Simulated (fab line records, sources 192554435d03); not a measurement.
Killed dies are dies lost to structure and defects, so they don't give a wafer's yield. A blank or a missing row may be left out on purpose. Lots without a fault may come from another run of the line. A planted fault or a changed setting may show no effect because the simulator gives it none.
Split-lot experiment | flow n5_finfet | 7 lots, 21 wafers read, on a route of 1938 steps

THE SPLIT
At N5_FIN_SAQP_PECVD_48 (deposits SiNx from SiH4/NH3/N2, target thk 25 nm, time 22.1 s), the setting time_s was moved away from the recipe's 22.1 s on 9 of the 21 wafers read, by -13.6% to +14.1%. The other wafers ran this setting at the recipe's value.

FROM THE SPLIT TO THE READING: what the file shows between them, 4 steps
- N5_FIN_SAQP_PEB_14: peb time 60 s (also split here: peb_time_s)
- N5_FIN_SAQP_DEVELOP_15: develop time 30 s
- N5_FIN_SAQP_CD_MEAS_16: target cd 35.6 nm
- N5_FIN_SAQP_MANDREL1_REMOVE_56: chemistry HBr/Cl2/O2, target a-Si, stops on SiNx, bt time 10 s

THE READING
etch.depth_nm (the simulator's own value, which no gauge read), in nm, at N5_FIN_SAQP_ETCH_57 (etches SiNx in CH3F/O2, target depth 32.5 nm, time 46.4 s). The file gives no usual value for it. The 12 wafers here that ran the recipe average 24.69 nm, standard deviation 0.44 nm.

wafer  | tool, chamber at the split | time_s as run, s | against the recipe | etch.depth_nm, nm | against lot-mates on the recipe
L074.2 | pecvd-03, 0                | 24.64            | +11.5%             | 27.34             | +1.87
L074.3 | pecvd-03, 2                | 24.64            | +11.5%             | 27.39             | +1.92
L074.4 | pecvd-03, 1                | 22.1             | recipe             | 25.47             | -
L075.3 | pecvd-03, 0                | 22.1             | recipe             | 24.72             | -
L075.4 | pecvd-03, 1                | 22.1             | recipe             | 24.87             | -
L075.5 | pecvd-03, 1                | 23.98            | +8.5%              | 27.64             | +2.84
L076.2 | pecvd-02, 2                | 22.1             | recipe             | 23.7              | -
L076.5 | pecvd-02, 1                | 22.1             | recipe             | 24.63             | -
L076.6 | pecvd-02, 0                | 23.33            | +5.6%              | 25.8              | +1.64
L087.1 | pecvd-03, 2                | 22.1             | recipe             | 24.34             | -
L087.2 | pecvd-03, 1                | 23.97            | +8.5%              | 26.71             | +2.16
L087.4 | pecvd-03, 2                | 22.1             | recipe             | 24.75             | -
L093.2 | pecvd-02, 2                | 22.1             | recipe             | 24.28             | -
L093.3 | pecvd-02, 1                | 19.1             | -13.6%             | 21.3              | -2.98
L093.4 | pecvd-02, 1                | 19.1             | -13.6%             | 21.52             | -2.76
L094.1 | pecvd-02, 0                | 22.1             | recipe             | 24.55             | -
L094.2 | pecvd-02, 2                | 25.22            | +14.1%             | 27.58             | +3.03
L094.5 | pecvd-02, 0                | 25.22            | +14.1%             | 28.7              | +4.15
L095.3 | pecvd-01, 1                | 22.1             | recipe             | 25.07             | -
L095.4 | pecvd-01, 2                | 22.1             | recipe             | 25.09             | -
L095.5 | pecvd-01, 2                | 22.1             | recipe             | 24.87             | -

THE FIT
A straight line over all 21 wafers: etch.depth_nm changes by +0.245 nm for each +1% of time_s; r = +0.97; the points scatter about the line by 0.45 nm.
The same after taking each lot's own level away (the mean of its wafers on the recipe; 21 wafers): +0.225 nm for each +1%; r = +0.97; scatter 0.43 nm.
On that fit, the largest move of time_s shifts the reading by 3.2 nm.
The lots' own levels span 24.165 to 25.470 nm, that is 3.0 times the standard deviation above.
So the lot-to-lot level changes the slope little: the two slopes agree.
Check: with one of the wafers moved furthest among these (+14.1%) left out of the fit, the line predicts +3.29 nm for it against its lot-mates. It came out at +3.03 nm against them.

OTHER SPLITS ON THESE WAFERS
These wafers also went through other splits before the reading. Each is held against what the fit with the lots' levels taken away leaves over:
other split on the same wafers            | wafers away from the commonest value | r with etch.depth_nm (lot level and that fit taken away)
N5_ZERO_LAYER_PECVD_02 time_s             | 7                                    | +0.30
N5_PMOS_HMC_CHANNEL_EPI_PEB_07 peb_temp_c | 4                                    | -0.26
N5_PMOS_HMC_CHANNEL_EPI_ETCH_32 bias_w    | 4                                    | -0.42
N5_FIN_SAQP_PEB_14 peb_time_s             | 6                                    | +0.19

THE WHOLE CHAIN: every reading that the file lists as answering this split, in the file's order
step                 | what it does                                                  | reading                                                                           | change (the file's fit)               | r (the file's)
N5_FIN_SAQP_PECVD_48 | deposits SiNx from SiH4/NH3/N2, target thk 25 nm, time 22.1 s | SiNx_of_FIN_SAQP_PECVD_48.thk_nm (the simulator's own value, which no gauge read) | +0.236 nm for each +1% of the setting | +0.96
N5_FIN_SAQP_ETCH_57  | etches SiNx in CH3F/O2, target depth 32.5 nm, time 46.4 s     | etch_rf_on_time_s                                                                 | withheld for each +1% of the setting  | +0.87
N5_FIN_SAQP_ETCH_57  | etches SiNx in CH3F/O2, target depth 32.5 nm, time 46.4 s     | etch.depth_nm (the simulator's own value, which no gauge read)                    | +0.236 nm for each +1% of the setting | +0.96

THE FILE'S OWN FIT
etch.depth_nm changes by +0.236 nm for each +1% of time_s, r = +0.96.
